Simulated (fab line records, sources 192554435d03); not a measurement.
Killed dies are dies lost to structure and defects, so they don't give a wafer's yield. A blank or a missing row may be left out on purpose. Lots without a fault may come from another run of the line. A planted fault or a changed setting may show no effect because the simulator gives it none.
Split-lot experiment | flow n5_finfet | 7 lots, 21 wafers read, on a route of 1938 steps

THE SPLIT
At N5_HKMG_FIN_EXPOSE_46 (exposes mask NDIPOLE), the setting dose_mj was moved away from the recipe's 40 on 8 of the 21 wafers read, by -7.2% to -3.9%. The other wafers ran this setting at the recipe's value.

FROM THE SPLIT TO THE READING: what the file shows between them, 2 steps
- N5_HKMG_FIN_PEB_47: peb time 60 s
- N5_HKMG_FIN_DEVELOP_48: develop time 30 s

THE READING
cd_nm, in nm, at N5_HKMG_FIN_CD_MEAS_49 (target cd 202 nm). Fault-free wafers of this fab line usually give 201.8 nm, standard deviation 0.86 nm.

wafer  | tool, chamber at the split | dose_mj as run | against the recipe | cd_nm, nm | against lot-mates on the recipe
L075.1 | arfi_scanner-01, 0         | 37.14          | -7.2%              | 198.2     | no lot-mate on the recipe
L075.3 | arfi_scanner-01, 0         | 37.14          | -7.2%              | 196.1     | no lot-mate on the recipe
L075.4 | arfi_scanner-01, 0         | 37.14          | -7.2%              | 197.1     | no lot-mate on the recipe
L077.2 | arfi_scanner-03, 0         | 37.39          | -6.5%              | 197.5     | -4.6
L077.3 | arfi_scanner-03, 0         | 40             | recipe             | 202.1     | -
L077.6 | arfi_scanner-03, 0         | 37.39          | -6.5%              | 198.5     | -3.6
L078.2 | arfi_scanner-03, 0         | 38.43          | -3.9%              | 199.5     | -2.9
L078.4 | arfi_scanner-03, 0         | 40             | recipe             | 202.5     | -
L078.5 | arfi_scanner-03, 0         | 40             | recipe             | 202.3     | -
L082.2 | arfi_scanner-03, 0         | 38.26          | -4.4%              | 198.4     | -4.0
L082.4 | arfi_scanner-03, 0         | 38.26          | -4.4%              | 199.8     | -2.6
L082.6 | arfi_scanner-03, 0         | 40             | recipe             | 202.4     | -
L084.1 | arfi_scanner-01, 0         | 40             | recipe             | 200.9     | -
L084.3 | arfi_scanner-01, 0         | 40             | recipe             | 201.2     | -
L084.6 | arfi_scanner-01, 0         | 40             | recipe             | 201.2     | -
L091.1 | arfi_scanner-03, 0         | 40             | recipe             | 203.8     | -
L091.2 | arfi_scanner-03, 0         | 40             | recipe             | 203.4     | -
L091.3 | arfi_scanner-03, 0         | 40             | recipe             | 202.3     | -
L095.3 | arfi_scanner-01, 0         | 40             | recipe             | 203.4     | -
L095.5 | arfi_scanner-01, 0         | 40             | recipe             | 203.4     | -
L095.6 | arfi_scanner-01, 0         | 40             | recipe             | 202.7     | -

THE FIT
A straight line over all 21 wafers: cd_nm changes by +0.725 nm for each +1% of dose_mj; r = +0.93; the points scatter about the line by 0.87 nm.
The same after taking each lot's own level away (the mean of its wafers on the recipe; 18 wafers): +0.672 nm for each +1%; r = +0.96; scatter 0.47 nm.
On that fit, the largest move of dose_mj shifts the reading by 4.8 nm.
The lots' own levels span 201.10 to 203.17 nm, that is 2.4 times the standard deviation above.
So the lot-to-lot level changes the slope little: the two slopes agree.
Check: with one of the wafers moved furthest among these (-6.5%) left out of the fit, the line predicts -4.32 nm for it against its lot-mates. It came out at -4.6 nm against them.

OTHER SPLITS ON THESE WAFERS
These wafers also went through other splits before the reading. Each is held against what the fit with the lots' levels taken away leaves over:
other split on the same wafers | wafers away from the commonest value | r with cd_nm (lot level and that fit taken away)
N5_SD_EPI_P_EPI_21 time_s      | 5                                    | -0.04

THE WHOLE CHAIN: every reading that the file lists as answering this split, in the file's order
step                   | what it does                                         | reading                                                                | change (the file's fit)               | r (the file's)
N5_HKMG_FIN_CD_MEAS_49 | target cd 202 nm                                     | cd_nm                                                                  | +0.68 nm for each +1% of the setting  | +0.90
N5_HKMG_FIN_ETCH_55    | etches SOC in N2/H2, target depth 240 nm, time 300 s | HKMG_FIN.cd_offset_nm (the simulator's own value, which no gauge read) | +0.668 nm for each +1% of the setting | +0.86

THE FILE'S OWN FIT
cd_nm changes by +0.68 nm for each +1% of dose_mj, r = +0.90.
